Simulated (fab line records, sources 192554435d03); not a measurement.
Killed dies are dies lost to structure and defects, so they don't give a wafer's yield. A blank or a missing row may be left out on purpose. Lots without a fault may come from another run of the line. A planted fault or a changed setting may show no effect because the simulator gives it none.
Chamber matching | flow n5_finfet | N5_BEOL_M5_ALD_86 on ald_metal-01: 4 sister chambers
The step deposits TaN, pulse time 2 s, purge time 3 s, co reactant purge time 2 s. 22 wafers are shown with their chamber, then 11 later ones without.

WAFERS WITH THEIR CHAMBER
wafer  | chamber | heater_power_w (W) | mfc_carrier_sccm (sccm) | precursor_vessel_pressure_torr (Torr)
L074.3 | 1       | 357                | 1500                    | 26.28
L074.4 | 2       | 371                | 1502                    | 26.27
L074.5 | 1       | 359                | 1501                    | 26.30
L077.1 | 1       | 361                | 1506                    | 26.20
L077.3 | 3       | 451                | 1506                    | 26.12
L077.6 | 2       | 373                | 1496                    | 26.24
L082.2 | 2       | 364                | 1497                    | 26.39
L082.3 | 0       | 362                | 1499                    | 26.33
L082.6 | 1       | 361                | 1504                    | 26.20
L083.1 | 2       | 376                | 1497                    | 26.25
L083.4 | 0       | 357                | 1502                    | 26.23
L083.5 | 2       | 370                | 1502                    | 26.24
L084.1 | 0       | 348                | 1502                    | 26.25
L084.3 | 1       | 353                | 1504                    | 26.23
L084.6 | 3       | 429                | 1497                    | 26.26
L088.1 | 1       | 351                | 1503                    | 26.27
L088.4 | 3       | 446                | 1501                    | 26.24
L088.5 | 1       | 372                | 1504                    | 26.25
L089.2 | 0       | 361                | 1505                    | 26.28
L089.5 | 3       | 445                | 1502                    | 26.28
L089.6 | 0       | 351                | 1497                    | 26.31
L091.1 | 0       | 348                | 1498                    | 26.21

SIGNATURES (means of the wafers above)
reading                        | chamber 0 | chamber 1 | chamber 2 | chamber 3 | scatter within a chamber
heater_power_w                 | 354.50    | 359.14    | 370.80    | 442.75    | 6.81
mfc_carrier_sccm               | 1500.50   | 1503.14   | 1498.80   | 1501.50   | 2.85
precursor_vessel_pressure_torr | 26.2683   | 26.2471   | 26.2780   | 26.2250   | 0.0536
Rule: a wafer's distance from a chamber is the root of the sum, over the readings, of the square of ((its reading less the chamber's mean) divided by the reading's scatter). The wafer belongs to the nearest chamber; if the next one is less than 2 further off, it can't be placed. The scatter: the root of (the sum of the squares of (reading less its chamber's mean) over the shown wafers, divided by (wafers less chambers)).

WAFERS WITHOUT THEIR CHAMBER
wafer  | heater_power_w (W) | mfc_carrier_sccm (sccm) | precursor_vessel_pressure_torr (Torr)
L091.3 | 362                | 1501                    | 26.31
L091.5 | 426                | 1499                    | 26.30
L094.2 | 375                | 1501                    | 26.33
L094.4 | 365                | 1507                    | 26.27
L094.6 | 348                | 1495                    | 26.30
L096.1 | 368                | 1504                    | 26.25
L096.5 | 377                | 1502                    | 26.25
L096.6 | 438                | 1506                    | 26.16
L097.2 | 372                | 1505                    | 26.26
L097.5 | 357                | 1499                    | 26.18
L097.6 | 365                | 1503                    | 26.25

WHICH CHAMBER EACH WENT THROUGH
wafer  | from the rows above          | in truth
L091.3 | can't be placed: 0 or 1 or 2 | 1
L091.5 | 3                            | 3
L094.2 | can't be placed: 2 or 1 or 0 | 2
L094.4 | can't be placed: 1 or 0 or 2 | 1
L094.6 | can't be placed: 0 or 1 or 2 | 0
L096.1 | can't be placed: 1 or 2 or 0 | 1
L096.5 | can't be placed: 2 or 1 or 0 | 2
L096.6 | 3                            | 3
L097.2 | can't be placed: 1 or 2 or 0 | 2
L097.5 | can't be placed: 0 or 1 or 2 | 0
L097.6 | can't be placed: 1 or 2 or 0 | 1
Placed correctly: 2 of 11. Can't be placed from these rows: 9 (the true chamber is among the candidates in 9). Placed wrongly: 0.
